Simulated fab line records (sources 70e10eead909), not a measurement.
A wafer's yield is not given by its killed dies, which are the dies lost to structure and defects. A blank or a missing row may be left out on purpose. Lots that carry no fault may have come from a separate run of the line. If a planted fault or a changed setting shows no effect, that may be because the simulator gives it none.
fab line records ; flow nand_harc
record lots=12; wafers=36; last_day=34
route steps=1302 shown A_BONDPAD@1222 END@1302
lots that met no fault: taken from a fault-free run of the same line
start_h: start of the lot's first displayed wafer, in hours after the record's first day ; wait_h: hours since the lot's step before ; " identical to the entry in the row above ; L1.1+2: a row that stands for several wafers ; - value missing, or start not given ; * or withheld: withheld ; < > ~ a bound
route shown NAME@n: names a module that has steps shown in the file, with the first one's number in the route ; usual: mean/standard deviation taken from wafers without a fault ; same: alike in all rows ; chamber/n: place in a boat ; sites: the reading at each site ; _std_site: standard deviation across them ; _edge_site: outer sites' mean less inner sites' ; radius_mm: how far each site lies from the wafer's centre ; mask NAME#n: copy n ; behind: the most recent tool/chamber to have shaped the wafer ; hold: cause of the lot's hold/its duration in hours/its outcome ; device: the n, p or np transistor that did not switch ; end of line: tests run on the same wafers once the route is complete ; step lacking rows: just its recipe ; killed: at the first sort, the dies lost to defects and structure; wafer yield is something else ; map: per-die view of a wafer (x killed, . not killed, _ where there is no die)
set.NAME: the setting that was run; set.NAME@STEP: the one run at that earlier step ; model.NAME: the simulator's own value behind a step, which no gauge read
route steps across a sampled set of lots; one table per step, one row per wafer
services: when a tool's chamber went out of use (start_h, in hours from the record's first day, below 0 if earlier), for how many hours, and the reason
## steps
# step NHARC_A_BONDPAD_STRIP_15
# recipe o2_flow_sccm=500; ar_flow_sccm=0; bias_w=0; chemistry=O2
# usual bias_w=0/0; chamber_pressure_mTorr=60.00/0.054; drypump_motor_current_A=5.96/0.26; oes_product_au=0.995/0.012; rf_vpp_V=57.8/0.76; showerhead_plenum_p_Torr=3.48/0.11; throttle_valve_pct=17.037/0.0097
lot.wafer;tool;chamber;start_h;wait_h;bias_w;chamber_pressure_mTorr;drypump_motor_current_A;oes_product_au;rf_hours_counter_h;rf_vpp_V;showerhead_plenum_p_Torr;throttle_valve_pct
L483.3;rie_diel-09;1;541.34;0.1;0;60.00;6.34;0.998;1;57.8;3.42;17.045
L483.4;rie_diel-09;2;541.34;0.1;0;60.00;5.79;1.009;0;57.1;3.41;17.040
L483.2;rie_diel-09;3;541.34;0.1;0;60.01;6.20;0.998;0;57.4;3.46;17.040
L484.1;rie_diel-09;3;542.37;0.1;0;60.03;6.20;1.003;1;58.5;3.46;17.028
L484.2;rie_diel-09;0;542.37;0.1;0;60.01;5.75;0.987;1;56.9;3.56;17.030
L484.5;rie_diel-09;2;542.37;0.1;0;59.97;5.77;1.010;-;57.9;3.41;17.053
L488.4;rie_diel-09;1;583.53;0.1;-;-;-;-;-;-;-;-
L488.2;rie_diel-09;3;583.53;0.1;-;-;-;-;-;-;-;-
L488.1;rie_diel-09;0;583.53;0.1;-;-;-;-;-;-;-;-
L487.4;rie_diel-09;1;598.04;0.1;-;-;-;-;-;-;-;-
L487.6;rie_diel-09;0;598.04;0.1;-;-;-;-;-;-;-;-
L487.5;rie_diel-09;1;598.04;0.1;-;-;-;-;-;-;-;-
L490.2;rie_diel-12;0;603.26;0.1;0;59.97;4.89;1.009;55;57.4;3.28;17.042
L490.1;rie_diel-12;3;603.26;0.1;0;60.07;5.74;0.993;55;59.7;3.59;17.046
L490.5;rie_diel-12;1;603.26;0.1;0;59.94;6.53;1.011;-;57.8;3.45;17.038
L496.4;rie_diel-09;3;654.68;0.1;0;60.12;6.19;0.985;5;56.8;3.45;17.020
L496.2;rie_diel-09;0;654.68;0.1;0;60.00;5.75;0.987;5;58.0;3.56;17.054
L496.3;rie_diel-09;2;654.68;0.1;0;60.01;5.80;0.989;5;58.4;3.41;17.045
L498.4;rie_diel-09;1;685.50;0.1;0;59.91;6.26;1.011;0;58.8;3.42;17.046
L498.2;rie_diel-09;0;685.50;0.1;0;59.98;5.76;0.998;0;59.0;3.56;17.041
L498.5;rie_diel-09;2;685.50;0.1;0;60.00;5.80;1.006;-;57.8;3.41;17.043
L500.3;rie_diel-09;0;703.67;0.1;0;59.98;5.77;0.989;1;57.3;3.56;17.040
L500.1;rie_diel-09;1;703.67;0.1;0;59.94;6.24;1.011;1;58.3;3.42;17.031
L500.5;rie_diel-09;1;703.67;0.1;0;60.01;6.25;1.016;-;58.2;3.42;17.032
L505.1;rie_diel-05;2;731.37;0.1;0;59.99;5.82;0.994;25;58.3;3.42;17.038
L505.3;rie_diel-05;2;731.37;0.1;0;59.95;5.84;0.999;-;58.8;3.42;17.010
L505.6;rie_diel-05;2;731.37;0.1;0;60.03;5.84;0.997;-;55.9;3.42;17.032
L503.2;rie_diel-05;2;731.69;0.1;0;60.01;5.86;0.995;25;57.5;3.42;17.007
L503.3;rie_diel-05;1;731.69;0.1;0;59.96;6.22;0.978;28;58.1;3.66;17.047
L503.4;rie_diel-05;2;731.69;0.1;0;59.98;5.84;0.997;-;57.8;3.42;17.038
L504.4;rie_diel-09;2;736.93;0.1;0;59.92;5.78;0.999;1;57.9;3.41;17.035
L504.5;rie_diel-09;3;736.93;0.1;0;60.04;6.17;0.988;-;57.5;3.45;17.034
L504.6;rie_diel-09;0;736.93;0.1;0;60.01;5.77;0.979;-;57.3;3.56;17.038
L506.4;rie_diel-09;1;772.52;0.1;0;60.04;6.23;1.009;2;56.4;3.42;17.038
L506.3;rie_diel-09;2;772.52;0.1;0;59.92;5.77;1.005;2;58.1;3.41;17.015
L506.5;rie_diel-09;0;772.52;0.1;0;59.94;5.78;0.981;-;57.4;3.56;17.040
# step NHARC_A_BONDPAD_PRE_CLEAN_26
# recipe time_s=30; temp_c=280; gas=H2/He
# usual heater_power_w=387/39
lot.wafer;tool;chamber;start_h;wait_h;heater_power_w
L483.3;pvd_sputter-02;-;-;-;372
L483.2;pvd_sputter-02;-;-;-;329
L483.4;pvd_sputter-02;-;-;-;405
L484.1;pvd_sputter-02;-;-;-;401
L484.2;pvd_sputter-02;-;-;-;371
L484.5;pvd_sputter-02;-;-;-;401
L488.4;pvd_sputter-03;-;-;-;389
L488.1;pvd_sputter-03;-;-;-;328
L488.2;pvd_sputter-03;-;-;-;483
L487.4;pvd_sputter-03;-;-;-;332
L487.5;pvd_sputter-03;-;-;-;394
L487.6;pvd_sputter-03;-;-;-;469
L490.1;pvd_sputter-02;-;-;-;372
L490.2;pvd_sputter-02;-;-;-;338
L490.5;pvd_sputter-02;-;-;-;366
L496.4;pvd_sputter-02;-;-;-;352
L496.3;pvd_sputter-02;-;-;-;415
L496.2;pvd_sputter-02;-;-;-;352
L498.4;pvd_sputter-03;-;-;-;326
L498.2;pvd_sputter-03;-;-;-;383
L498.5;pvd_sputter-03;-;-;-;374
L500.1;pvd_sputter-01;-;-;-;341
L500.3;pvd_sputter-01;-;-;-;409
L500.5;pvd_sputter-01;-;-;-;376
L505.3;pvd_sputter-02;-;-;-;363
L505.1;pvd_sputter-02;-;-;-;419
L505.6;pvd_sputter-02;-;-;-;363
L503.4;pvd_sputter-01;-;-;-;357
L503.3;pvd_sputter-01;-;-;-;382
L503.2;pvd_sputter-01;-;-;-;400
L504.4;pvd_sputter-01;-;-;-;413
L504.5;pvd_sputter-01;-;-;-;408
L504.6;pvd_sputter-01;-;-;-;403
L506.4;pvd_sputter-01;-;-;-;393
L506.3;pvd_sputter-01;-;-;-;372
L506.5;pvd_sputter-01;-;-;-;373
# step NHARC_A_BONDPAD_PVD_17
# recipe target_thk_a=50; bias_v=168.6; power_w=15000; chamber_pressure_pa=0.12; time_s=8.06; substrate_temp_c=50; material=TaN
# usual throttle_valve_pct=30.0/0.9
lot.wafer;tool;chamber;start_h;wait_h;throttle_valve_pct
L483.2;pvd_sputter-02;-;-;-;28.1
L483.4;pvd_sputter-02;-;-;-;29.6
L483.3;pvd_sputter-02;-;-;-;30.8
L484.1;pvd_sputter-02;-;-;-;30.8
L484.2;pvd_sputter-02;-;-;-;27.7
L484.5;pvd_sputter-02;-;-;-;30.7
L488.2;pvd_sputter-03;-;-;-;30.2
L488.4;pvd_sputter-03;-;-;-;28.6
L488.1;pvd_sputter-03;-;-;-;29.8
L487.4;pvd_sputter-03;-;-;-;30.1
L487.5;pvd_sputter-03;-;-;-;30.0
L487.6;pvd_sputter-03;-;-;-;28.7
L490.1;pvd_sputter-02;-;-;-;29.9
L490.2;pvd_sputter-02;-;-;-;31.6
L490.5;pvd_sputter-02;-;-;-;30.0
L496.3;pvd_sputter-02;-;-;-;31.3
L496.4;pvd_sputter-02;-;-;-;31.2
L496.2;pvd_sputter-02;-;-;-;29.3
L498.4;pvd_sputter-03;-;-;-;28.2
L498.2;pvd_sputter-03;-;-;-;30.0
L498.5;pvd_sputter-03;-;-;-;28.6
L500.3;pvd_sputter-01;-;-;-;29.6
L500.1;pvd_sputter-01;-;-;-;30.2
L500.5;pvd_sputter-01;-;-;-;30.5
L505.1;pvd_sputter-02;-;-;-;29.7
L505.3;pvd_sputter-02;-;-;-;31.3
L505.6;pvd_sputter-02;-;-;-;29.9
L503.2;pvd_sputter-01;-;-;-;30.6
L503.4;pvd_sputter-01;-;-;-;30.6
L503.3;pvd_sputter-01;-;-;-;29.3
L504.4;pvd_sputter-01;-;-;-;30.6
L504.6;pvd_sputter-01;-;-;-;30.7
L504.5;pvd_sputter-01;-;-;-;30.7
L506.4;pvd_sputter-01;-;-;-;31.1
L506.3;pvd_sputter-01;-;-;-;29.9
L506.5;pvd_sputter-01;-;-;-;31.0
# step NHARC_A_BONDPAD_PVD_27
# recipe target_thk_a=300; chamber_pressure_pa=5; power_w=5000; substrate_temp_c=30; time_s=20.49; material=Cu
# usual throttle_valve_pct=30.1/0.91
lot.wafer;tool;chamber;start_h;wait_h;throttle_valve_pct
L483.2;pvd_sputter-02;-;-;-;31.1
L483.4;pvd_sputter-02;-;-;-;29.6
L483.3;pvd_sputter-02;-;-;-;30.6
L484.1;pvd_sputter-02;-;-;-;31.3
L484.2;pvd_sputter-02;-;-;-;30.5
L484.5;pvd_sputter-02;-;-;-;28.1
L488.4;pvd_sputter-03;-;-;-;29.9
L488.2;pvd_sputter-03;-;-;-;30.0
L488.1;pvd_sputter-03;-;-;-;30.1
L487.4;pvd_sputter-03;-;-;-;30.2
L487.5;pvd_sputter-03;-;-;-;30.2
L487.6;pvd_sputter-03;-;-;-;30.0
L490.1;pvd_sputter-02;-;-;-;30.0
L490.2;pvd_sputter-02;-;-;-;30.5
L490.5;pvd_sputter-02;-;-;-;28.2
L496.3;pvd_sputter-02;-;-;-;31.2
L496.2;pvd_sputter-02;-;-;-;29.9
L496.4;pvd_sputter-02;-;-;-;31.5
L498.4;pvd_sputter-03;-;-;-;30.0
L498.2;pvd_sputter-03;-;-;-;30.0
L498.5;pvd_sputter-03;-;-;-;30.1
L500.3;pvd_sputter-01;-;-;-;30.7
L500.1;pvd_sputter-01;-;-;-;29.8
L500.5;pvd_sputter-01;-;-;-;30.5
L505.3;pvd_sputter-02;-;-;-;29.8
L505.1;pvd_sputter-02;-;-;-;31.2
L505.6;pvd_sputter-02;-;-;-;29.1
L503.2;pvd_sputter-01;-;-;-;30.2
L503.3;pvd_sputter-01;-;-;-;30.8
L503.4;pvd_sputter-01;-;-;-;30.7
L504.4;pvd_sputter-01;-;-;-;30.7
L504.6;pvd_sputter-01;-;-;-;30.7
L504.5;pvd_sputter-01;-;-;-;30.5
L506.3;pvd_sputter-01;-;-;-;31.1
L506.4;pvd_sputter-01;-;-;-;31.4
L506.5;pvd_sputter-01;-;-;-;31.3
# step NHARC_END_SORT_01
# recipe temp_c=25
# usual defect_limited_yield=91.4/2.7; killed_at_array=53/18; killed_at_other=1.0/1.2; killed_at_periphery=3.6/2.4; killed_dies=58/18; killed_open=3.4/1.8; killed_short=2.3/1.5; sort_bin_2_pct=3.1/1.2; sort_bin_3_pct=0.7/0.39; sort_bin_4_pct=4.8/1.6; sort_n_pass=619/18; sort_rim_yield_pct=88/4.1; sort_yield_pct=91.4/2.7
# same gross_dies=677; sort_bin_5_pct[%]=0; sort_bin_6_pct[%]=0; sort_bin_7_pct[%]=0; sort_bin_8_pct[%]=0; sort_rim_n_gross=106.00
lot.wafer;tool;chamber;start_h;wait_h;defect_limited_yield[%];killed_at_array;killed_at_other;killed_at_periphery;killed_dies;killed_open;killed_short;sort_bin_2_pct[%];sort_bin_3_pct[%];sort_bin_4_pct[%];sort_n_pass;sort_rim_yield_pct[%];sort_yield_pct[%]
L488.1;prober-02;0;619.40;2.5;0;673;3;1;677;2;1;96.8;0.6;2.7;0;0;0
L488.2;prober-02;0;620.20;2.8;0;672;3;2;677;3;5;95.6;0;4.4;0;0;0
L488.4;prober-02;0;621.80;3.4;0;670;2;5;677;4;4;95.1;0.9;4.0;0;0;0
L487.4;prober-01;0;630.66;3.4;0;672;4;1;677;1;3;93.6;0.9;5.5;0;0;0
L487.5;prober-01;0;631.46;3.7;0;677;0;0;677;4;0;94.8;0.6;4.6;0;0;0
L487.6;prober-01;0;632.26;4.0;0;671;1;5;677;1;3;93.9;0.6;5.5;0;0;0
# killed by level:class
L488.1 A_BONDPAD:area_strip=639 A_CHANNEL_HOLE_D2:chamber_film_flake=26 A_STAIRCASE:chamber_film_flake=3 THIN_TSV:chamber_film_flake=3 A_CHANNEL_FILL_D1:geometric_particle:short=1 A_CHANNEL_FILL_D1:geometric_particle:open=1 A_SGD_CUT:geometric_particle:open=1 P_STI:chamber_film_flake=1
L488.2 A_BONDPAD:area_strip=629 A_CHANNEL_HOLE_D2:chamber_film_flake=27 A_CONTACT:chamber_film_flake=3 THIN_TSV:chamber_film_flake=3 A_CHANNEL_HOLE_D1:chamber_film_flake=2 A_ONON_D1:geometric_particle:short=1 A_CHANNEL_HOLE_D1:geometric_particle:short=1 A_CHANNEL_FILL_D2:geometric_particle:open=1
L488.4 A_BONDPAD:area_strip=632 A_CHANNEL_HOLE_D2:chamber_film_flake=21 A_CONTACT:chamber_film_flake=5 P_GATE:chamber_film_flake=2 A_ZERO_WELL:chamber_film_flake=2 A_CHANNEL_HOLE_D1:chamber_film_flake=2 THIN_TSV:chamber_film_flake=2 P_GATE:geometric_particle:short=1
L487.4 A_BONDPAD:area_strip=613 A_CHANNEL_HOLE_D1:chamber_film_flake=30 A_STAIRCASE:chamber_film_flake=8 A_CONTACT:chamber_film_flake=6 A_CHANNEL_HOLE_D2:chamber_film_flake=5 THIN_TSV:chamber_film_flake=4 A_CHANNEL_FILL_D1:chamber_film_flake=2 A_DECK1_JOINT:geometric_particle:short=1
L487.5 A_BONDPAD:area_strip=623 A_CHANNEL_HOLE_D1:chamber_film_flake=27 A_CONTACT:chamber_film_flake=10 A_CHANNEL_HOLE_D2:chamber_film_flake=7 A_STAIRCASE:chamber_film_flake=3 A_CHANNEL_FILL_D2:chamber_film_flake=2 A_CHANNEL_FILL_D1:geometric_particle:open=1 A_CONTACT:geometric_particle:open=1
L487.6 A_BONDPAD:area_strip=608 A_CHANNEL_HOLE_D1:chamber_film_flake=32 A_STAIRCASE:chamber_film_flake=9 A_CHANNEL_HOLE_D2:chamber_film_flake=9 P_CONTACT:chamber_film_flake=3 A_WL_FILL:chamber_film_flake=3 A_CONTACT:chamber_film_flake=3 A_DECK1_JOINT:geometric_particle:short=2
## services
tool;chamber;start_h;hours;kind
pvd_sputter-03;-;526.00;10.0;pm
rie_diel-09;1;541.84;9.8;repair
pvd_sputter-03;-;577.69;6.1;repair
pvd_sputter-01;-;582.04;10.0;pm
rie_diel-05;-;583.60;9.0;pm
rie_diel-09;1;611.50;1.5;repair
pvd_sputter-03;-;615.17;1.0;repair
rie_diel-12;-;625.42;9.0;pm
pvd_sputter-02;-;638.05;10.0;pm
pvd_sputter-01;-;661.44;2.3;repair
pvd_sputter-02;-;666.66;1.3;repair
rie_diel-09;2;674.09;4.5;repair
rie_diel-09;-;674.10;9.0;pm
pvd_sputter-01;-;677.00;13.4;repair
rie_diel-12;1;689.66;4.9;repair
pvd_sputter-03;-;704.07;10.0;pm
rie_diel-12;0;711.27;4.4;repair
rie_diel-05;0;720.99;14.9;repair
rie_diel-05;3;725.65;6.0;repair
pvd_sputter-02;-;729.17;2.0;repair
rie_diel-12;3;747.75;8.6;repair
pvd_sputter-03;-;750.95;2.5;repair
pvd_sputter-01;-;760.04;10.0;pm
rie_diel-05;-;760.60;9.0;pm
## key
first_sign step=NHARC_A_BONDPAD_STRIP_15; reading=tool_record; direction=missing
effect step=NHARC_END_SORT_01; reading=sort_bin_2_pct; direction=up; sigmas=79; usual=3.1; struck=95.0
more_kills_born_at NHARC_A_BONDPAD_STRIP_15@rie_diel-09=3744
met_at NHARC_A_BONDPAD_STRIP_15
struck_lots L487,L488
later_rows_left_out L487.4,L487.5,L487.6,L488.1,L488.2,L488.4
not_acting_at NHARC_A_BONDPAD_PRE_CLEAN_26,NHARC_A_BONDPAD_PVD_17,NHARC_A_BONDPAD_PVD_27
onset_between 542.37 583.53
fault kind=skipped_step_whole; tool=rie_diel-09; chamber=-; onset_h=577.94; steps=NHARC_A_BONDPAD_STRIP_15; scope=struck_lots_only
# later_rows_left_out: the simulator's readings of these wafers behind a module that went badly wrong aren't trusted and aren't shown, but for the sort
